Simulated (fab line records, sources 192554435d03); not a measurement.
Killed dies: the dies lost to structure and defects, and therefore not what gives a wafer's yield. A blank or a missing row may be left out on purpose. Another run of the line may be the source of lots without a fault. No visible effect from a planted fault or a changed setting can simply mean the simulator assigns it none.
Matching of chambers + flow n5-finfet + 4 sister chambers for N5_BEOL_M0_SAQP_ETCH_49 on rie-diel-03
The step etches SiO2 in CF4/O2, target depth 37 nm. 4 wafers are shown with their chamber, then 7 later ones without.

## WAFERS PAIRED WITH THEIR CHAMBERS
| wafer  | chamber | showerhead-plenum-p-Torr (Torr) |
|--------|---------|---------------------------------|
| L081.5 | 3       | 2.10                            |
| L084.3 | 2       | 2.07                            |
| L086.1 | 1       | 2.29                            |
| L086.3 | 0       | 2.26                            |

## WAFERS WHOSE CHAMBER IS MISSING
| wafer  | showerhead-plenum-p-Torr (Torr) |
|--------|---------------------------------|
| L086.5 | 2.10                            |
| L087.1 | 2.10                            |
| L087.2 | 2.27                            |
| L087.3 | 2.29                            |
| L092.1 | 2.32                            |
| L092.2 | 2.09                            |
| L092.3 | 2.26                            |

## THE CHAMBER EACH PASSED THROUGH
| wafer  | from the rows above     | in truth                   |
|--------|-------------------------|----------------------------|
| L086.5 | 3                       | 3                          |
| L087.1 | 3                       | 3                          |
| L087.2 | can't be placed: 0 or 1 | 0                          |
| L087.3 | 1                       | 1                          |
| L092.1 | 1                       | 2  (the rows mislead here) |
| L092.2 | can't be placed: 3 or 2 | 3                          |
| L092.3 | 0                       | 0                          |
Correctly placed: 4 of 7. Not placeable from these rows: 2 (in 2, the candidates include the true chamber). Number placed wrongly: 1.
How it was worked out, from the rows above alone: a wafer's distance from a chamber is the root of the sum, over the readings, of the square of ((its reading less the chamber's mean) divided by the reading's scatter). If the next closest chamber is less than 2 further off than the closest, the wafer can't be placed; otherwise it belongs to the closest. A chamber's mean is the mean of its shown wafers. The scatter (one wafer shown for each chamber): square how far every hidden wafer sits from the nearest shown wafer, average those squares and take the square root.
